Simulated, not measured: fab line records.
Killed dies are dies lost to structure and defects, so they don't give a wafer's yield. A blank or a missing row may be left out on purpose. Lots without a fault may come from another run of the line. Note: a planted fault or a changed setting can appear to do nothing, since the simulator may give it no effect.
fab line records	flow n5-finfet	part 1 of 2: steps 1 to 17 of 28
record lots=5	wafers=15	last-day=22
route steps=1938 shown BEOL_M9@1431
lots that met no fault: from a run of the same line without faults
start-h: hours from the record's first day to the start of the lot's first wafer shown	wait-h: time in hours since the lot's previous step	" same as the row above	L1.1+2: a row that stands for several wafers	- no value, or no start given	* or withheld: withheld	< > ~ a bound
route shown NAME@n: NAME is a module with steps in the file, n the number in the route of the first one	usual: mean and standard deviation over wafers with no fault	same: alike in all rows	chamber/n: place in a boat	sites: per-site readings	_std_site: standard deviation of those values	_edge_site: inner sites' mean taken away from outer sites' mean	radius-mm: for every site, how far away it sits from the centre of the wafer	mask NAME#n: copy n	behind: the most recent tool/chamber to have shaped the wafer	hold: what put the lot on hold/how long, in hours/how the hold closed	device: the n, p or np transistor that did not switch	end of line: tests of these same wafers at the route's end	where a step has no rows: the recipe by itself	killed: not the wafer's yield, but the dies lost to structure and defects at the first sort	map: dies across one wafer; x = killed, . = not, _ = none there
set.NAME: the setting that was run; set.NAME@STEP: the one run at that earlier step	model.NAME: the simulator's own value behind a step, which no gauge read
lots at selected steps of the route; one table per step, one row per wafer
services: the hour from which a tool's chamber was out of use, counted from the record's first day as start-h (under 0 if before that day), plus the number of hours and why
## steps
# step N5_BEOL_M9_EXPOSE_25
# recipe mask-id=V8	na=0.33	source-shape=annular	sigma-inner=0.4	sigma-outer=0.8	polarization=unpolarized	dose-mj=37.25
lot.wafer	tool	chamber	start-h	wait-h	mask
L077.2+3+5	euv-scanner-02	0	270.93	-	V8#0
L078.1+2+3	euv-scanner-01	0	287.82	-	V8#0
L085.3+4+5	euv-scanner-02	0	371.72	-	V8#0
L087.1+3+5	euv-scanner-01	0	388.61	-	V8#0
L082.2+4+5	euv-scanner-02	0	450.61	-	V8#0
# step N5_BEOL_M9_PEB_26
# recipe peb-temp-c=100	peb-time-s=60	resist=CAR-EUV
# usual chill-plate-temp-C=23.02/0.098	resist-line-temp-C=23.00/0.093
lot.wafer	tool	chamber	start-h	wait-h	chill-plate-temp-C	resist-line-temp-C
L077.2	litho-track-02	0	270.98	0.0	23.09	22.92
L077.3	"	0	"	"	23.06	22.97
L077.5	"	0	"	"	23.13	23.02
L078.1	litho-track-05	0	287.88	0.1	22.98	22.89
L078.2	"	0	"	"	22.89	22.89
L078.3	"	0	"	"	23.06	23.00
L085.3	litho-track-02	0	371.77	0.0	23.02	23.13
L085.4	"	0	"	"	22.88	23.07
L085.5	"	0	"	"	22.96	23.10
L087.1	litho-track-03	0	388.67	0.1	22.93	23.00
L087.3	"	0	"	"	22.99	23.03
L087.5	"	0	"	"	22.90	23.01
L082.2	litho-track-03	0	450.67	0.0	22.91	22.91
L082.4	"	0	"	"	23.04	22.97
L082.5	"	0	"	"	23.14	23.05
# step N5_BEOL_M9_DEVELOP_27
# recipe develop-time-s=30	developer=TMAH	resist=CAR-EUV	rinse-liquid=surfactant-rinse	dry=air-spin	dev-temp-c=23
# usual chill-plate-temp-C=22.99/0.1	resist-line-temp-C=23.00/0.11
lot.wafer	tool	chamber	start-h	wait-h	chill-plate-temp-C	resist-line-temp-C
L077.2	litho-track-02	0	-	-	22.91	23.04
L077.3	"	0	"	"	23.02	23.05
L077.5	"	0	"	"	22.87	22.92
L078.1	litho-track-05	0	-	-	22.81	23.01
L078.2	"	0	"	"	22.97	22.99
L078.3	"	0	"	"	22.82	23.01
L085.3	litho-track-02	0	-	-	23.05	23.07
L085.4	"	0	"	"	22.79	22.94
L085.5	"	0	"	"	22.86	23.01
L087.1	litho-track-03	0	-	-	22.97	23.05
L087.3	"	0	"	"	22.93	22.96
L087.5	"	0	"	"	22.92	23.00
L082.2	litho-track-03	0	-	-	22.77	22.80
L082.4	"	0	"	"	22.87	23.02
L082.5	"	0	"	"	22.83	22.93
# step N5_BEOL_M9_CD_MEAS_28
# recipe target-cd-nm=70	landing-energy-ev=500	detector=se-inlens	polarity=opening
# usual cd-nm=70.09/0.23
lot.wafer	tool	chamber	start-h	wait-h	cd-nm
L077.2	cd-sem-02	0	271.05	-	70.11
L077.3	"	0	"	"	70.15
L077.5	"	0	"	"	69.78
L078.1	cd-sem-03	0	287.95	-	69.96
L078.2	"	0	"	"	70.37
L078.3	"	0	"	"	70.17
L085.3	cd-sem-03	0	371.84	-	69.88
L085.4	"	0	"	"	70.12
L085.5	"	0	"	"	69.91
L087.1	cd-sem-01	0	388.74	-	69.94
L087.3	"	0	"	"	69.73
L087.5	"	0	"	"	69.88
L082.2	cd-sem-01	0	450.74	-	70.01
L082.4	"	0	"	"	70.50
L082.5	"	0	"	"	69.69
# step N5_BEOL_M9_OVL_MEAS_29
# recipe points-per-wafer=522
# usual V8_OVL=-0.3/0.7
# same points-per-wafer=522
lot.wafer	tool	chamber	start-h	wait-h	V8_OVL[nm]
L077.2	overlay-02	0	271.09	0.0	0.3
L077.3	"	0	"	"	-0.5
L077.5	"	0	"	"	0.5
L078.1	overlay-01	0	287.98	0.0	-1.2
L078.2	"	0	"	"	0.6
L078.3	"	0	"	"	-1.1
L085.3	overlay-02	0	371.88	0.0	0.2
L085.4	"	0	"	"	0.0
L085.5	"	0	"	"	0.3
L087.1	overlay-01	0	388.77	0.0	0.5
L087.3	"	0	"	"	0.1
L087.5	"	0	"	"	-0.3
L082.2	overlay-01	0	450.77	0.0	1.0
L082.4	"	0	"	"	0.7
L082.5	"	0	"	"	0.2
# step N5_BEOL_M9_INSPECT_30
# recipe mode=adi	inspect-instrument=brightfield
# usual raw-defect-count=401/90
lot.wafer	tool	chamber	start-h	wait-h	raw-defect-count
L077.2	defect-inspect-02	-	271.14	0.0	258
L077.3	"	-	"	"	297
L077.5	"	-	"	"	325
L078.1	defect-inspect-01	-	288.04	0.1	573
L078.2	"	-	"	"	356
L078.3	"	-	"	"	456
L085.3	defect-inspect-02	-	371.93	0.0	438
L085.4	"	-	"	"	389
L085.5	"	-	"	"	342
L087.1	defect-inspect-01	-	388.83	0.1	369
L087.3	"	-	"	"	375
L087.5	"	-	"	"	281
L082.2	defect-inspect-01	-	450.82	0.0	384
L082.4	"	-	"	"	269
L082.5	"	-	"	"	392
# step N5_BEOL_M9_DESCUM_33
# recipe chemistry=O2	time-s=7	source-power-w=50	bias-power-w=20	pressure-mtorr=20	rf-frequency-hz=2.712e+07	temp-c=40	resist=CAR-EUV	o2-flow-sccm=225
# usual drypump-motor-current-A=5.8/0.35	oes-product-au=0.81/0.066	rf-vpp-V=243.3/1.4	showerhead-plenum-p-Torr=2.10/0.071	throttle-valve-pct=20.41/0.2
lot.wafer	tool	chamber	start-h	wait-h	drypump-motor-current-A	oes-product-au	rf-hours-counter-h	rf-vpp-V	showerhead-plenum-p-Torr	throttle-valve-pct
L077.2	rie-diel-06	0	271.17	0.0	6.5	0.75	169	245.1	2.18	20.46
L077.3	"	2	"	"	5.5	0.78	131	243.7	2.10	20.39
L077.5	"	1	"	"	6.3	0.90	-	241.1	2.05	20.46
L078.1	rie-diel-06	3	288.38	0.3	5.8	0.67	260	240.5	1.97	20.31
L078.2	"	0	"	"	6.5	0.75	174	243.6	2.18	20.46
L078.3	"	2	"	"	5.5	0.78	136	241.6	2.10	20.41
L085.3	rie-diel-01	0	371.96	0.0	5.4	0.85	60	241.8	2.04	20.44
L085.4	"	3	"	"	6.0	0.84	77	244.0	2.12	20.35
L085.5	"	2	"	"	5.7	0.77	-	242.6	2.11	20.70
L087.1	rie-diel-01	1	388.86	0.0	5.6	0.89	31	245.1	2.22	20.40
L087.3	"	2	"	"	5.7	0.77	121	242.3	2.10	20.71
L087.5	"	2	"	"	5.7	0.78	-	243.7	2.10	20.70
L082.2	rie-diel-06	0	450.86	0.0	6.5	0.72	210	242.7	2.16	20.52
L082.4	"	2	"	"	5.5	0.74	174	243.1	2.09	20.47
L082.5	"	2	"	"	5.5	0.74	-	243.3	2.09	20.45
# step N5_BEOL_M9_ETCH_76
# recipe chemistry=N2/H2	target=underlayer	target-depth-a=65	mask-material=CAR-EUV	time-s=5.2	ion-energy-ev=200	pressure-mtorr=30	source-w=840	bias-w=150	n2-flow-sccm=200	h2-flow-sccm=200	ends=cleared
# usual drypump-motor-current-A=5.8/0.36	etch-rf-on-time-s=5.19/0.073	oes-product-au=0.69/0.055	rf-vpp-V=524.2/2.5	showerhead-plenum-p-Torr=2.56/0.085	throttle-valve-pct=17.84/0.19
lot.wafer	tool	chamber	start-h	wait-h	drypump-motor-current-A	etch-rf-on-time-s	oes-product-au	rf-hours-counter-h	rf-vpp-V	showerhead-plenum-p-Torr	throttle-valve-pct
L077.2	rie-diel-06	0	271.21	0.0	6.5	5.23	0.64	169	527.1	2.64	17.88
L077.3	"	2	"	"	5.5	5.20	0.67	131	522.9	2.56	17.73
L077.5	"	1	"	"	6.3	5.11	0.77	-	519.4	2.49	17.88
L078.1	rie-diel-06	3	288.41	0.0	5.8	5.23	0.57	260	521.4	2.39	17.82
L078.2	"	0	"	"	6.5	5.18	0.64	174	527.0	2.64	17.94
L078.3	"	2	"	"	5.5	5.13	0.65	136	525.2	2.55	17.75
L085.3	rie-diel-01	0	372.00	0.0	5.4	5.16	0.71	60	524.2	2.48	17.87
L085.4	"	3	"	"	6.1	5.09	0.72	77	526.7	2.58	17.80
L085.5	"	2	"	"	5.7	5.28	0.65	-	524.8	2.56	18.16
L087.1	rie-diel-01	1	388.90	0.0	5.7	5.18	0.77	31	528.7	2.71	17.89
L087.3	"	2	"	"	5.7	5.22	0.65	121	525.8	2.56	18.18
L087.5	"	2	"	"	5.7	5.21	0.65	-	524.3	2.56	18.17
L082.2	rie-diel-06	0	450.89	0.0	6.5	5.29	0.61	210	526.2	2.62	17.98
L082.4	"	2	"	"	5.5	5.31	0.63	174	524.0	2.54	17.83
L082.5	"	2	"	"	5.5	5.22	0.63	-	523.9	2.54	17.82
# step N5_BEOL_M9_ETCH_65
# recipe chemistry=CF4	target=SiARC	target-depth-a=156	mask-material=CAR-EUV	time-s=26	ion-energy-ev=80	pressure-mtorr=40	source-w=545	bias-w=36	Ar_flow_sccm=100	cf4-flow-sccm=100	ends=cleared
# usual drypump-motor-current-A=5.8/0.35	etch-rf-on-time-s=25.9/0.37	oes-product-au=0.69/0.056	rf-vpp-V=184.2/1.2	showerhead-plenum-p-Torr=2.15/0.066	throttle-valve-pct=15.58/0.19
lot.wafer	tool	chamber	start-h	wait-h	drypump-motor-current-A	etch-rf-on-time-s	oes-product-au	rf-hours-counter-h	rf-vpp-V	showerhead-plenum-p-Torr	throttle-valve-pct
L077.2	rie-diel-06	0	271.22	0.0	6.5	26.6	0.63	169	185.4	2.22	15.62
L077.3	"	2	"	"	5.5	26.0	0.67	131	184.8	2.15	15.56
L077.5	"	1	"	"	6.3	25.9	0.76	-	182.4	2.10	15.64
L078.1	rie-diel-06	3	288.43	0.0	5.8	26.4	0.57	260	183.3	2.02	15.57
L078.2	"	0	"	"	6.5	26.2	0.63	174	184.9	2.22	15.62
L078.3	"	2	"	"	5.5	26.0	0.66	136	184.3	2.15	15.57
L085.3	rie-diel-01	0	372.01	0.0	5.4	25.8	0.72	60	182.2	2.09	15.61
L085.4	"	3	"	"	6.1	25.2	0.72	77	184.0	2.16	15.50
L085.5	"	2	"	"	5.7	26.2	0.66	-	184.2	2.16	15.89
L087.1	rie-diel-01	1	388.91	0.0	5.6	26.1	0.76	31	185.5	2.27	15.50
L087.3	"	2	"	"	5.7	26.2	0.65	121	185.1	2.15	15.89
L087.5	"	2	"	"	5.7	26.5	0.65	-	182.9	2.15	15.88
L082.2	rie-diel-06	0	450.91	0.0	6.5	26.2	0.61	210	185.7	2.20	15.70
L082.4	"	2	"	"	5.5	25.9	0.64	174	184.0	2.14	15.65
L082.5	"	2	"	"	5.5	26.0	0.63	-	183.8	2.14	15.65
# step N5_BEOL_M9_ETCH_66
# recipe chemistry=N2/H2	target=SOC	target-depth-a=800	overetch-a=160	mask-material=SiARC	temp-c=40	time-s=120	ion-energy-ev=200	pressure-mtorr=30	source-w=840	bias-w=150	n2-flow-sccm=200	h2-flow-sccm=200
# usual drypump-motor-current-A=5.8/0.35	oes-product-au=0.62/0.048	rf-vpp-V=524.2/2.5	showerhead-plenum-p-Torr=2.56/0.085	throttle-valve-pct=17.80/0.19
lot.wafer	tool	chamber	start-h	wait-h	drypump-motor-current-A	oes-product-au	rf-hours-counter-h	rf-vpp-V	showerhead-plenum-p-Torr	throttle-valve-pct
L077.2	rie-diel-06	0	271.25	0.0	6.5	0.58	170	528.5	2.64	17.87
L077.3	"	2	"	"	5.5	0.59	131	524.4	2.56	17.71
L077.5	"	1	"	"	6.3	0.68	-	522.7	2.49	17.82
L078.1	rie-diel-06	3	288.46	0.0	5.8	0.51	260	518.7	2.39	17.76
L078.2	"	0	"	"	6.5	0.57	174	525.9	2.64	17.89
L078.3	"	2	"	"	5.5	0.59	136	523.1	2.55	17.71
L085.3	rie-diel-01	0	372.04	0.0	5.4	0.64	60	521.6	2.48	17.80
L085.4	"	3	"	"	6.1	0.64	77	525.4	2.58	17.71
L085.5	"	2	"	"	5.7	0.59	-	524.3	2.56	18.10
L087.1	rie-diel-01	1	388.94	0.0	5.6	0.68	31	528.8	2.71	17.84
L087.3	"	2	"	"	5.7	0.59	121	525.2	2.56	18.10
L087.5	"	2	"	"	5.7	0.59	-	523.8	2.56	18.13
L082.2	rie-diel-06	0	450.94	0.0	6.5	0.55	210	525.1	2.62	17.92
L082.4	"	2	"	"	5.5	0.57	174	523.4	2.54	17.78
L082.5	"	2	"	"	5.5	0.57	-	524.5	2.54	17.78
# step N5_BEOL_M9_STRIP_69
# recipe chemistry=N2/H2	temp-c=40	n2-flow-sccm=200	h2-flow-sccm=200	rf-frequency-hz=6e+07
lot.wafer	tool	chamber	start-h	wait-h
L077.2+3+5	rie-diel-06	0,2,1	271.33	0.0
L078.1+2+3	rie-diel-06	3,0,2	288.54	0.0
L085.3+4+5	rie-diel-01	0,3,2	372.12	0.0
L087.1+3+5	rie-diel-01	1,2,2	389.02	0.0
L082.2+4+5	rie-diel-06	0,2,2	451.02	0.0
# step N5_BEOL_M9_STRIP_77
# recipe chemistry=N2/H2	temp-c=40	n2-flow-sccm=200	h2-flow-sccm=200	rf-frequency-hz=6e+07
lot.wafer	tool	chamber	start-h	wait-h
L077.2+3+5	rie-diel-06	0,2,1	271.34	0.0
L078.1+2+3	rie-diel-06	3,0,2	288.55	0.0
L085.3+4+5	rie-diel-01	0,3,2	372.13	0.0
L087.1+3+5	rie-diel-01	1,2,2	389.03	0.0
L082.2+4+5	rie-diel-06	0,2,2	451.03	0.0
# step N5_BEOL_M9_VIA_ETCH_34
# recipe chemistry=C4F6/O2	target=SiCOH_lowk	target-depth-a=1824	mask-material=SOC	taper-deg=4	time-s=68.4	ion-energy-ev=250	pressure-mtorr=30	source-w=345	bias-w=185	Ar_flow_sccm=300	C4F6_flow_sccm=10	O2_flow_sccm=10
# usual drypump-motor-current-A=5.8/0.35	oes_o_777_au=0.81/0.061	oes-product-au=0.81/0.066	rf-vpp-V=663/7.6	showerhead-plenum-p-Torr=2.86/0.089	throttle-valve-pct=20.89/0.19
lot.wafer	tool	chamber	start-h	wait-h	drypump-motor-current-A	oes_o_777_au	oes-product-au	rf-hours-counter-h	rf-vpp-V	showerhead-plenum-p-Torr	throttle-valve-pct
L077.2	rie-diel-06	0	271.35	0.0	6.5	0.75	0.75	170	669	2.95	20.90
L077.3	"	2	"	"	5.5	0.79	0.78	131	663	2.87	20.90
L077.5	"	1	"	"	6.3	0.91	0.90	-	652	2.79	20.98
L078.1	rie-diel-06	3	288.56	0.0	5.8	0.68	0.68	260	654	2.69	20.79
L078.2	"	0	"	"	6.5	0.75	0.74	174	669	2.95	20.90
L078.3	"	2	"	"	5.5	0.79	0.78	136	663	2.86	20.91
L085.3	rie-diel-01	0	372.14	0.0	5.4	0.83	0.85	60	658	2.78	20.98
L085.4	"	3	"	"	6.1	0.85	0.84	77	650	2.87	20.78
L085.5	"	2	"	"	5.7	0.76	0.78	-	670	2.86	21.16
L087.1	rie-diel-01	1	389.04	0.0	5.6	0.88	0.89	32	668	3.02	20.87
L087.3	"	2	"	"	5.7	0.75	0.76	121	671	2.86	21.17
L087.5	"	2	"	"	5.7	0.76	0.77	-	670	2.86	21.19
L082.2	rie-diel-06	0	451.04	0.0	6.5	0.72	0.71	210	669	2.93	20.94
L082.4	"	2	"	"	5.5	0.75	0.74	174	662	2.85	20.95
L082.5	"	2	"	"	5.5	0.76	0.73	-	662	2.85	20.95
# step N5_BEOL_M9_STRIP_73
# recipe chemistry=C4F6/O2	resist=SiARC	rf-frequency-hz=6e+07
lot.wafer	tool	chamber	start-h	wait-h
L077.2+3+5	rie-diel-06	0,2,1	271.41	0.0
L078.1+2+3	rie-diel-06	3,0,2	288.61	0.0
L085.3+4+5	rie-diel-01	0,3,2	372.19	0.0
L087.1+3+5	rie-diel-01	1,2,2	389.09	0.0
L082.2+4+5	rie-diel-06	0,2,2	451.09	0.0
# step N5_BEOL_M9_STRIP_36
# recipe chemistry=N2/H2	power-w=450	temp-c=40	pressure-mtorr=20	rf-frequency-hz=6e+07	overash-fraction=0.3	bias-power-w=7	h2-frac=0.5	n2-flow-sccm=200	h2-flow-sccm=200
# usual drypump-motor-current-A=5.8/0.35	oes-product-au=0.81/0.066	power-w=449.8/1.4	rf-vpp-V=59.3/1.3	showerhead-plenum-p-Torr=2.55/0.085	throttle-valve-pct=23.63/0.23
lot.wafer	tool	chamber	start-h	wait-h	drypump-motor-current-A	oes-product-au	power-w	rf-hours-counter-h	rf-vpp-V	showerhead-plenum-p-Torr	throttle-valve-pct
L077.2	rie-diel-06	2	271.42	0.0	5.5	0.77	450.4	131	58.5	2.55	23.43
L077.3	"	0	"	"	6.5	0.75	450.9	170	57.8	2.63	23.72
L077.5	"	2	"	"	5.5	0.78	450.8	-	58.6	2.55	23.43
L078.1	rie-diel-06	3	288.62	0.0	5.8	0.67	452.7	260	57.7	2.39	23.50
L078.2	"	0	"	"	6.5	0.73	450.2	174	60.7	2.63	23.76
L078.3	"	2	"	"	5.6	0.76	451.1	136	60.5	2.55	23.46
L085.3	rie-diel-01	0	372.20	0.0	5.4	0.85	450.8	60	61.1	2.47	23.66
L085.4	"	3	"	"	6.1	0.85	450.7	78	61.7	2.58	23.55
L085.5	"	2	"	"	5.7	0.79	450.6	-	58.5	2.55	23.96
L087.1	rie-diel-01	1	389.10	0.0	5.6	0.88	451.3	32	58.1	2.70	23.90
L087.3	"	2	"	"	5.7	0.77	450.3	121	58.9	2.55	23.97
L087.5	"	2	"	"	5.7	0.76	451.0	-	58.0	2.55	23.98
L082.2	rie-diel-06	0	451.10	0.0	6.5	0.72	448.1	210	58.7	2.62	23.81
L082.4	"	2	"	"	5.5	0.74	450.2	174	60.2	2.53	23.51
L082.5	"	2	"	"	5.5	0.74	449.1	-	59.8	2.53	23.50
# step N5_BEOL_M9_TRENCH_ETCH_37
# recipe chemistry=C4F6/O2	target-depth-a=1514.3	target=SiCOH_lowk	time-s=49	ion-energy-ev=250	pressure-mtorr=30	source-w=345	bias-w=185	Ar_flow_sccm=300	C4F6_flow_sccm=10	O2_flow_sccm=10
# usual drypump-motor-current-A=5.8/0.35	oes_o_777_au=0.81/0.06	oes-product-au=0.80/0.065	rf-vpp-V=663/7.5	showerhead-plenum-p-Torr=2.86/0.089	throttle-valve-pct=20.91/0.19
lot.wafer	tool	chamber	start-h	wait-h	drypump-motor-current-A	oes_o_777_au	oes-product-au	rf-hours-counter-h	rf-vpp-V	showerhead-plenum-p-Torr	throttle-valve-pct
L077.2	rie-diel-06	2	-	-	5.5	0.79	0.78	131	665	2.87	20.92
L077.3	"	0	"	"	6.5	0.75	0.74	-	669	2.95	20.93
L077.5	"	0	"	"	6.5	0.76	0.74	-	669	2.95	20.92
L078.1	rie-diel-06	3	-	-	5.8	0.68	0.67	260	654	2.69	20.81
L078.2	"	0	"	"	6.5	0.75	0.75	174	669	2.95	20.94
L078.3	"	2	"	"	5.5	0.79	0.78	136	662	2.86	20.92
L085.3	rie-diel-01	0	-	-	5.4	0.82	0.84	60	658	2.78	20.98
L085.4	"	3	"	"	6.1	0.85	0.84	78	653	2.87	20.79
L085.5	"	2	"	"	5.7	0.76	0.76	-	670	2.86	21.19
L087.1	rie-diel-01	1	-	-	5.6	0.88	0.89	32	669	3.02	20.90
L087.3	"	2	"	"	5.7	0.76	0.77	121	671	2.86	21.21
L087.5	"	2	"	"	5.7	0.77	0.77	-	671	2.86	21.19
L082.2	rie-diel-06	0	-	-	6.5	0.73	0.71	210	668	2.93	20.99
L082.4	"	2	"	"	5.5	0.76	0.73	174	662	2.85	20.97
L082.5	"	2	"	"	5.5	0.75	0.74	-	663	2.85	20.97
# step N5_BEOL_M9_ETCH_41
# recipe chemistry=CH3F/O2	target=SiCN	target-depth-a=366	taper-deg=2	time-s=70.1	ion-energy-ev=120	mask-material=TiN	pressure-mtorr=30	source-w=395	bias-w=75	Ar_flow_sccm=150	CH3F_flow_sccm=30	O2_flow_sccm=20
# usual drypump-motor-current-A=5.8/0.35	oes-product-au=0.80/0.065	rf-vpp-V=297.5/1.6	showerhead-plenum-p-Torr=2.01/0.066	throttle-valve-pct=16.29/0.19
lot.wafer	tool	chamber	start-h	wait-h	drypump-motor-current-A	oes-product-au	rf-hours-counter-h	rf-vpp-V	showerhead-plenum-p-Torr	throttle-valve-pct
L077.2	rie-diel-06	2	-	-	5.5	0.78	131	297.6	2.01	16.30
L077.3	"	0	"	"	6.5	0.75	-	300.4	2.08	16.33
L077.5	"	0	"	"	6.5	0.74	-	299.5	2.08	16.35
L078.1	rie-diel-06	3	-	-	5.8	0.68	260	293.9	1.88	16.27
L078.2	"	0	"	"	6.5	0.75	174	299.1	2.08	16.35
L078.3	"	2	"	"	5.5	0.78	136	297.7	2.01	16.30
L085.3	rie-diel-01	0	-	-	5.4	0.84	60	296.4	1.95	16.35
L085.4	"	3	"	"	6.1	0.84	78	299.4	2.02	16.19
L085.5	"	2	"	"	5.7	0.77	-	298.0	2.01	16.57
L087.1	rie-diel-01	1	-	-	5.6	0.89	32	298.8	2.13	16.24
L087.3	"	2	"	"	5.6	0.77	121	296.9	2.01	16.57
L087.5	"	2	"	"	5.7	0.76	-	298.2	2.01	16.56
L082.2	rie-diel-06	0	-	-	6.5	0.72	210	298.6	2.06	16.43
L082.4	"	2	"	"	5.5	0.75	174	297.7	2.00	16.38
L082.5	"	2	"	"	5.5	0.73	-	296.7	2.00	16.39
